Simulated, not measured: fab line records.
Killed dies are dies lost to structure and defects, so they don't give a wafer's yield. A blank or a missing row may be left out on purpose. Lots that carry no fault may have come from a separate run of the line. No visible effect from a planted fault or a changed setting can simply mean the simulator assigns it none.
Matching of chambers | flow nand-harc | NHARC_A_STAIRCASE_DESCUM_252 on rie-diel-12: 4 sister chambers
The step chemistry O2, time 3 s. 4 wafers are shown with their chamber, then 10 later ones without.

WAFERS, EACH WITH ITS CHAMBER
wafer  | chamber | showerhead-plenum-p-Torr (Torr)
L084.4 | 0       | 1.83
L086.5 | 2       | 1.82
L085.2 | 1       | 2.04
L085.5 | 3       | 2.04

WAFERS WITHOUT THEIR CHAMBER
wafer  | showerhead-plenum-p-Torr (Torr)
L085.6 | 1.82
L087.2 | 2.04
L087.5 | 2.04
L087.6 | 1.82
L094.1 | 1.82
L094.2 | 2.03
L094.6 | 1.81
L096.2 | 1.81
L096.3 | 1.81
L096.4 | 2.03

THE CHAMBER EACH PASSED THROUGH
wafer  | from the rows above     | in truth
L085.6 | can't be placed: 2 or 0 | 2
L087.2 | can't be placed: 1 or 3 | 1
L087.5 | can't be placed: 1 or 3 | 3
L087.6 | can't be placed: 2 or 0 | 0
L094.1 | can't be placed: 2 or 0 | 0
L094.2 | can't be placed: 1 or 3 | 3
L094.6 | can't be placed: 2 or 0 | 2
L096.2 | can't be placed: 2 or 0 | 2
L096.3 | can't be placed: 2 or 0 | 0
L096.4 | can't be placed: 1 or 3 | 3
Placed correctly: 0 of 10. These rows do not allow placing 10 (true chamber among the candidates in 10). 0 placed wrongly.
How it was worked out, from the rows above alone: a wafer's distance from a chamber is the root of the sum, over the readings, of the square of ((its reading less the chamber's mean) divided by the reading's scatter). If the next closest chamber is less than 2 further off than the closest, the wafer can't be placed; otherwise it belongs to the closest. The mean given for a chamber averages the wafers shown for that chamber. The scatter (one wafer shown for each chamber): square how far every hidden wafer sits from the nearest shown wafer, average those squares and take the square root.
